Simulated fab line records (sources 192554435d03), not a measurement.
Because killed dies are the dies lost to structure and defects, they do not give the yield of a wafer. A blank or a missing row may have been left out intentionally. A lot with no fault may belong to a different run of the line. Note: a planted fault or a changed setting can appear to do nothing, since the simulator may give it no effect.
Split-lot experiment -- flow n5-finfet -- 21 wafers read from 7 lots, route of 1938 steps

ON THE SPLIT
At N5_WELL_APT_COAT_02 (resist thk 950 nm), the setting spin-rpm was moved away from the recipe's 1357 rpm on 6 of the 21 wafers read, by -9.3% to +6.0%. The other wafers ran this setting at the recipe's value.

The split's own step is where the reading is taken.

THE READING
coat_of_WELL_APT_COAT_02.thk-nm (the simulator's own value, which no gauge read), in nm, at N5_WELL_APT_COAT_02 (resist thk 950 nm). The file gives no usual value for it. Average 949.6 nm, standard deviation 2.8 nm, over the 15 wafers here run with the recipe.

wafer,"tool, chamber at the split","spin-rpm as run, rpm",against the recipe,"coat_of_WELL_APT_COAT_02.thk-nm, nm",against lot-mates on the recipe
L075.1,"litho-track-01, 0",1357,recipe,948.1,-
L075.2,"litho-track-01, 0",1231,-9.3%,995.9,+47.8
L075.5,"litho-track-01, 0",1231,-9.3%,996.2,+48.1
L076.3,"litho-track-01, 0",1288,-5.1%,971.4,+28.4
L076.4,"litho-track-01, 0",1357,recipe,943,-
L076.6,"litho-track-01, 0",1288,-5.1%,967.1,+24.1
L082.1,"litho-track-05, 0",1357,recipe,948.2,-
L082.4,"litho-track-05, 0",1439,+6.0%,922.3,-25.5
L082.6,"litho-track-05, 0",1357,recipe,947.4,-
L084.1,"litho-track-01, 0",1357,recipe,951.9,-
L084.3,"litho-track-01, 0",1357,recipe,950.6,-
L084.4,"litho-track-01, 0",1357,recipe,954.7,-
L086.2,"litho-track-03, 0",1357,recipe,949.9,-
L086.3,"litho-track-03, 0",1357,recipe,945.5,-
L086.6,"litho-track-03, 0",1357,recipe,949.4,-
L091.3,"litho-track-03, 0",1414,+4.2%,933.1,-18.2
L091.4,"litho-track-03, 0",1357,recipe,951.4,-
L091.6,"litho-track-03, 0",1357,recipe,951.3,-
L096.1,"litho-track-05, 0",1357,recipe,951.9,-
L096.4,"litho-track-05, 0",1357,recipe,949.8,-
L096.5,"litho-track-05, 0",1357,recipe,951.1,-

FIT RESULTS
A straight line over all 21 wafers: coat_of_WELL_APT_COAT_02.thk-nm changes by -4.65 nm for each +1% of spin-rpm; r = -0.98; the points scatter about the line by 3.1 nm.
The same after taking each lot's own level away (the mean of its wafers on the recipe; 21 wafers): -4.95 nm for each +1%; r = -1.00; scatter 1.8 nm.
According to that fit, moving spin-rpm by its largest amount changes the reading by 46 nm.
The lots' own levels span 943.00 to 952.40 nm, that is 3.4 times the standard deviation above.
So the lot-to-lot level changes the slope little: the two slopes agree.
Check: +46 nm against its lot-mates is what the line predicts for one of the wafers moved furthest among these (-9.3%) when that wafer is left out of the fit. Against them it came out at +47.8 nm.

FURTHER SPLITS ON THESE WAFERS
Note: prior to the reading, these wafers also went through further splits. Each is held against what the fit with the lots' levels taken away leaves over:
other split on the same wafers,wafers away from the commonest value,r with coat_of_WELL_APT_COAT_02.thk-nm (lot level and that fit taken away)
N5_ZERO_LAYER_PEB_09 peb-time-s,as run: not given for these wafers,-

THE FILE'S OWN FIT
coat_of_WELL_APT_COAT_02.thk-nm changes by -4.87 nm for each +1% of spin-rpm, r = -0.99.
